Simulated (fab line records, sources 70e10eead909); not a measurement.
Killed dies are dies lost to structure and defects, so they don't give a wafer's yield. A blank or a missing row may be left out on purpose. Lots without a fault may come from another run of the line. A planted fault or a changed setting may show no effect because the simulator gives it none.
fab line records | flow nand_harc
record lots=12 wafers=36 last_day=24
route steps=1159 shown A_SGD_CUT@763 A_WL_FILL@814
lots that met no fault: from a run of the same line without faults
start_h: hours from the record's first day to the start of the lot's first wafer shown | wait_h: hours since the lot's step before | " the same as in the row above | L1.1+2: a row that stands for several wafers | - no value, or no start given | * or withheld: withheld | < > ~ a bound
route shown NAME@n: a module of which the file shows steps, and the number in the route of the first | usual: mean/standard deviation of fault-free wafers | same: alike in all rows | chamber/n: place in a boat | sites: the reading at each site | _std_site: their standard deviation | _edge_site: outer sites' mean less inner sites' | radius_mm: how far each site lies from the wafer's centre | mask NAME#n: copy n | behind: the tool/chamber that last shaped the wafer | hold: why the lot was held/for how many hours/how that ended | device: the transistor (n, p or np) that didn't switch | end of line: the same wafers' tests at the end of the route | a step without rows: its recipe alone | killed: dies lost to structure and defects at the first sort, not the wafer's yield | map: a wafer's dies, x killed, . not, _ none there
set.NAME: the setting as run; set.NAME@STEP: as run at that earlier step | model.NAME: the simulator's own value behind a step, which no gauge read
steps of the route over a sample of lots; a table a step, a row a wafer
services: from which hour (start_h, from the record's first day; less than 0 if before it) a tool's chamber was out of use, for how many hours, and why
## steps
# step NHARC_A_SGD_CUT_ETCH_59
# recipe target_depth_a=2600 over_etch_frac=0.25 time_s=406.25 ion_energy_ev=200 n2_flow_sccm=150 h2_flow_sccm=150 ar_flow_sccm=0 rf_w=400 bias_w=150 chemistry=N2/H2
# usual drypump_motor_current_A=5.7/0.33 oes_product_au=0.999/0.0084 rf_vpp_V=431.0/3 showerhead_plenum_p_Torr=2.05/0.1 throttle_valve_pct=14.171/0.0083
# columns lot.wafer tool chamber start_h wait_h drypump_motor_current_A oes_product_au rf_hours_counter_h rf_vpp_V showerhead_plenum_p_Torr throttle_valve_pct
L935.2 rie_diel-10 2 - - 6.3 0.985 7 433.2 2.19 14.179
L935.1 " 0 " " 5.6 1.002 8 429.6 1.95 14.168
L935.6 " 3 " " 5.2 0.997 - 431.9 2.13 14.173
L936.3 rie_diel-11 2 - - 5.6 1.014 14 429.9 2.03 14.169
L936.1 " 3 " " 5.7 0.990 14 427.5 1.93 14.149
L936.5 " 3 " " 5.6 1.004 - 427.8 1.93 14.184
L938.2 rie_diel-10 0 - - 5.7 1.016 8 429.5 1.95 14.159
L938.4 " 1 " " 5.9 1.007 9 433.9 2.18 14.169
L938.5 " 1 " " 5.9 0.994 - 433.8 2.18 14.165
L947.4 rie_diel-08 3 - - 6.2 0.988 8 428.6 2.00 14.164
L947.2 " 0 " " 5.7 0.995 7 429.4 2.00 14.169
L947.5 " 1 " " 5.8 1.008 - 434.2 2.18 14.171
L948.2 rie_diel-11 2 - - 5.6 1.007 2 430.4 2.02 14.167
L948.3 " 3 " " 5.6 1.006 2 427.7 1.93 14.173
L948.1 " 0 " " 5.5 0.985 2 426.4 1.92 14.181
L950.3 rie_diel-11 0 - - 5.5 1.001 4 427.3 1.91 14.172
L950.4 " 2 " " 5.6 0.993 5 429.5 2.02 14.171
L950.6 " 3 " " 5.6 1.008 - 426.2 1.93 14.178
L949.4 rie_diel-10 1 - - 5.9 1.005 4 434.8 2.18 14.170
L949.2 " 2 " " 6.3 0.995 4 433.2 2.19 14.174
L949.5 " 0 " " 5.6 1.009 - 427.2 1.95 14.160
L952.1 rie_diel-10 2 - - 6.3 0.993 4 435.2 2.19 14.165
L952.2 " 3 " " 5.2 1.017 5 432.5 2.12 14.178
L952.5 " 3 " " 5.3 0.987 - 432.2 2.12 14.164
L953.3 rie_diel-11 3 - - 5.7 1.002 7 427.6 1.93 14.142
L953.1 " 0 " " 5.5 0.986 6 426.7 1.91 14.164
L953.4 " 2 " " 5.6 0.995 7 430.9 2.02 14.191
L954.2 rie_diel-10 3 - - 5.2 1.003 6 432.8 2.12 14.167
L954.4 " 0 " " 5.6 1.000 6 428.0 1.95 14.163
L954.5 " 2 " " 6.2 0.998 - 433.6 2.19 14.177
L955.4 rie_diel-11 3 - - 5.6 1.006 9 427.6 1.93 14.182
L955.3 " 2 " " 5.6 1.005 8 429.9 2.02 14.177
L955.5 " 3 " " 5.6 1.004 - 427.3 1.93 14.166
L958.1 rie_diel-10 1 - - 5.9 0.996 7 435.3 2.18 14.176
L958.2 " 2 " " 6.3 0.996 7 435.2 2.19 14.167
L958.5 " 1 " " 5.9 1.003 - 434.2 2.18 14.173
# step NHARC_A_SGD_CUT_ETCHBACK_24
# recipe target_depth_a=500 over_etch_frac=0.3 time_s=92.857 ion_energy_ev=120 ch3f_flow_sccm=50 o2_flow_sccm=30 ar_flow_sccm=200 rf_w=500 bias_w=100 chemistry=CH3F/O2
# usual ch3f_flow_sccm=49.98/0.16 drypump_motor_current_A=5.7/0.33 oes_product_au=0.983/0.03 rf_vpp_V=244.3/1.7 showerhead_plenum_p_Torr=2.45/0.11 throttle_valve_pct=20.663/0.0094
# columns lot.wafer tool chamber start_h wait_h ch3f_flow_sccm drypump_motor_current_A oes_product_au rf_hours_counter_h rf_vpp_V showerhead_plenum_p_Torr throttle_valve_pct
L935.1 rie_diel-11 3 319.85 0.1 49.99 5.7 0.996 15 241.8 2.34 20.655
L935.2 " 2 " " 50.02 5.6 1.011 15 243.2 2.44 20.670
L935.6 " 3 " " 50.00 5.7 0.994 - 241.6 2.34 20.675
L936.3 rie_diel-08 2 319.94 0.2 49.98 5.1 0.997 1 245.3 2.54 20.663
L936.1 " 1 " " 50.04 5.8 1.008 1 246.4 2.62 20.667
L936.5 " 2 " " 50.02 5.1 1.001 - 245.4 2.54 20.648
L938.2 rie_diel-10 0 337.31 0.1 50.02 5.6 0.936 9 243.6 2.35 20.653
L938.4 " 2 " " 50.00 6.3 0.930 8 246.0 2.63 20.661
L938.5 " 0 " " 50.14 5.7 0.942 - 242.1 2.35 20.667
L948.1 rie_diel-08 0 397.18 0.1 49.83 5.7 0.991 8 244.1 2.42 20.656
L948.3 " 1 " " 49.98 5.8 0.997 9 246.5 2.61 20.662
L948.2 " 3 " " 49.93 6.2 0.991 9 243.1 2.41 20.660
L947.4 rie_diel-11 0 397.19 0.1 50.27 5.5 1.009 2 239.8 2.32 20.651
L947.2 " 1 " " 50.07 6.1 1.014 2 242.7 2.40 20.651
L947.5 " 0 " " 49.91 5.5 0.996 - 243.1 2.32 20.668
L949.2 rie_diel-10 2 418.92 0.1 49.90 6.3 0.930 4 245.9 2.63 20.669
L949.4 " 3 " " 50.15 5.2 0.931 5 244.2 2.55 20.664
L949.5 " 2 " " 49.92 6.3 0.924 - 246.3 2.63 20.655
L950.3 rie_diel-08 3 418.97 0.2 49.79 6.3 0.997 11 243.4 2.41 20.637
L950.6 " 1 " " 50.12 5.8 0.983 - 246.1 2.61 20.672
L950.4 " 3 " " 49.60 6.2 1.005 - 244.0 2.41 20.670
L952.2 rie_diel-11 1 426.65 0.2 49.73 6.1 0.977 6 242.1 2.40 20.670
L952.1 " 2 " " 49.96 5.6 0.979 7 244.8 2.44 20.654
L952.5 " 2 " " 50.23 5.6 0.967 - 243.3 2.44 20.668
L953.4 rie_diel-08 0 432.41 0.2 50.05 5.7 0.989 11 245.7 2.41 20.660
L953.1 " 1 " " 50.03 5.8 0.993 12 247.3 2.61 20.666
L953.3 " 2 " " 49.79 5.1 0.986 9 245.6 2.54 20.662
L954.4 rie_diel-08 1 444.37 0.1 49.98 5.8 0.995 13 245.3 2.61 20.672
L954.2 " 2 " " 50.26 5.2 0.988 10 245.9 2.54 20.658
L954.5 " 0 " " 50.01 5.7 0.993 - 244.6 2.41 20.646
L955.3 rie_diel-10 2 444.39 0.2 49.92 6.3 0.999 6 247.2 2.63 20.663
L955.4 " 3 " " 50.08 5.2 0.988 7 244.6 2.55 20.660
L955.5 " 1 " " 49.87 5.9 0.988 - 246.9 2.61 20.666
L958.2 rie_diel-11 0 455.17 0.2 50.03 5.5 0.992 10 241.5 2.31 20.679
L958.1 " 3 " " 50.02 5.6 1.005 11 242.3 2.33 20.662
L958.5 " 0 " " 49.97 5.5 0.991 - 243.9 2.31 20.662
# step NHARC_A_WL_FILL_ETCHBACK_04
# recipe target_depth_a=600 time_s=120 chemistry=NF3
# usual drypump_motor_current_A=5.8/0.45 oes_product_au=1.000/0.011
# columns lot.wafer tool chamber start_h wait_h drypump_motor_current_A oes_product_au rf_hours_counter_h
L935.2 rie_metal-02 1 340.21 2.4 6.2 0.998 3.2
L935.1 " 0 " " 5.6 0.991 3.2
L935.6 " 1 " " 6.2 1.007 -
L936.1 rie_metal-01 1 342.39 2.4 5.6 1.001 0.0
L936.3 " 1 " " 5.6 1.004 -
L936.5 " 0 " " 5.2 0.983 -
L938.2 rie_metal-03 1 356.47 2.9 5.4 1.002 1.6
L938.4 " 0 " " 6.5 1.021 -
L938.5 " 0 " " 6.5 1.012 -
L947.2 rie_metal-02 0 421.18 2.4 5.6 0.764 0.8
L947.4 " 1 " " 6.2 0.992 -
L947.5 " 1 " " 6.2 0.999 -
L948.1 rie_metal-01 0 421.27 2.8 5.2 0.998 1.8
L948.2 " 1 " " 5.6 1.008 3.3
L948.3 " 1 " " 5.6 1.024 -
L949.2 rie_metal-03 1 437.91 2.9 5.3 0.990 3.7
L949.4 " 0 " " 6.5 1.015 -
L949.5 " 0 " " 6.5 1.017 -
L950.4 rie_metal-01 0 438.17 1.5 5.2 0.997 -
L950.3 " 1 " " 5.7 1.011 -
L950.6 " 0 " " 5.2 0.998 -
L952.1 rie_metal-03 1 446.73 2.4 5.4 0.986 4.1
L952.2 " 0 " " 6.5 1.016 4.1
L952.5 " 1 " " 5.3 0.990 -
L953.1 rie_metal-03 1 451.35 2.4 5.4 1.009 4.4
L953.3 " 0 " " 6.5 1.009 -
L953.4 " 1 " " 5.4 0.991 -
L955.3 rie_metal-01 0 464.96 1.6 5.2 0.993 -
L955.4 " 0 " " 5.2 0.994 -
L955.5 " 0 " " 5.2 0.991 -
L954.2 rie_metal-03 1 467.64 2.9 5.4 0.982 0.2
L954.4 " 0 " " 6.5 1.008 -
L954.5 " 1 " " 5.4 0.992 -
L958.1 rie_metal-03 0 476.73 2.8 6.5 1.020 0.5
L958.2 " 1 " " 5.4 0.987 0.5
L958.5 " 1 " " 5.4 1.004 -
# step NHARC_A_WL_FILL_ETCHBACK_16
# recipe target_depth_a=880 time_s=17.6 c4f8_flow_sccm=withheld o2_flow_sccm=8 ar_flow_sccm=withheld rf_w=600 bias_w=800 chemistry=C4F8/O2/Ar
# usual oes_product_au=0.992/0.02 rf_vpp_V=723/4.6
# columns lot.wafer tool chamber start_h wait_h oes_product_au rf_hours_counter_h rf_vpp_V
L935.1 rie_diel-05 1 - - 0.998 0 718
L935.2 " 3 " " 1.002 0 729
L935.6 " 2 " " 0.988 - 727
L936.3 rie_diel-06 0 - - 1.003 6 717
L936.1 " 1 " " 0.991 5 717
L936.5 " 3 " " 0.990 - 725
L938.2 rie_diel-05 2 - - 0.988 1 726
L938.4 " 1 " " 1.005 1 720
L938.5 " 3 " " 0.998 - 728
L947.2 rie_diel-06 0 - - 1.011 0 716
L947.4 " 3 " " 0.994 0 728
L947.5 " 1 " " 0.993 - 717
L948.1 rie_diel-06 0 - - 1.000 0 717
L948.3 " 2 " " 0.995 0 729
L948.2 " 3 " " 0.996 0 726
L949.2 rie_diel-06 2 - - 1.000 1 730
L949.4 " 0 " " 1.013 1 716
L949.5 " 2 " " 0.994 - 729
L950.3 rie_diel-13 3 - - 0.923 5 723
L950.6 " 3 " " 0.920 - 723
L950.4 " 0 " " 0.898 - 726
L952.2 rie_diel-06 1 - - 0.966 1 717
L952.1 " 0 " " 0.976 1 717
L952.5 " 2 " " 0.964 - 730
L953.1 rie_diel-06 1 - - 0.998 1 716
L953.3 " 3 " " 0.993 1 726
L953.4 " 0 " " 1.006 1 718
L954.4 rie_diel-13 1 - - 0.993 0 723
L954.2 " 2 " " 0.987 0 718
L954.5 " 1 " " 0.995 - 723
L955.4 rie_diel-06 2 - - 0.987 3 729
L955.3 " 3 " " 0.968 3 727
L955.5 " 0 " " 0.982 - 718
L958.1 rie_diel-05 2 - - 1.002 5 726
L958.2 " 3 " " 1.007 5 728
L958.5 " 0 " " 0.996 - 721
## services
# columns tool chamber start_h hours kind
rie_metal-01 - 289.65 0.4 repair
rie_diel-10 2 298.33 8.1 repair
rie_diel-08 - 301.81 9.0 pm
rie_diel-11 1 312.19 5.3 repair
rie_diel-11 3 320.89 4.7 repair
rie_metal-01 - 332.00 9.0 pm
rie_diel-06 3 332.31 3.0 repair
rie_diel-08 0 335.76 9.9 repair
rie_diel-11 2 347.51 4.3 repair
rie_diel-10 - 353.50 9.0 pm
rie_metal-01 - 356.09 1.7 repair
rie_diel-08 2 358.51 8.9 repair
rie_diel-11 - 366.63 9.0 pm
rie_diel-10 - 376.53 2.5 repair
rie_diel-06 - 381.05 0.5 repair
rie_diel-08 2 395.83 6.4 repair
rie_diel-06 1 401.22 1.8 repair
rie_diel-08 2 415.80 8.3 repair
rie_diel-06 - 418.20 9.0 pm
rie_diel-10 3 450.96 8.2 repair
rie_metal-03 1 452.28 6.8 repair
rie_metal-03 - 453.00 9.0 pm
rie_diel-10 1 477.99 6.5 repair
rie_diel-08 - 478.81 9.0 pm
## key
first_sign step=NHARC_A_WL_FILL_ETCHBACK_04 reading=oes_product_au direction=down sigmas=21 usual=1.000 struck=0.764
effect none on later readings
met_at NHARC_A_WL_FILL_ETCHBACK_04
struck_lots L947
struck_wafers L947.2
later_rows_left_out L947.2
sort_left_out L947.2
tester_left_out L947
not_acting_at NHARC_A_SGD_CUT_ETCH_59,NHARC_A_SGD_CUT_ETCHBACK_24,NHARC_A_WL_FILL_ETCHBACK_16
onset_between 340.21 421.18
fault kind=process_parameter_drift tool=rie_metal-02 chamber=- onset_h=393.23 steps=NHARC_A_WL_FILL_ETCHBACK_04 channel=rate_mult offset=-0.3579 shape=step end_h=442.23 scope=struck_wafers_only
# tester_left_out: of these lots the tester's yield and bins aren't shown, on N5 and GAA mostly nor the transistor test; their killed dies are dies lost to structure and defects alone, not to doping, threshold or leakage, so they don't give the yield
# sort_left_out: the simulated sort isn't trusted on such a fault, so these wafers' sort isn't shown, and their yield isn't known
# later_rows_left_out: the simulator's readings of these wafers behind a module that went badly wrong aren't trusted and aren't shown, but for the sort
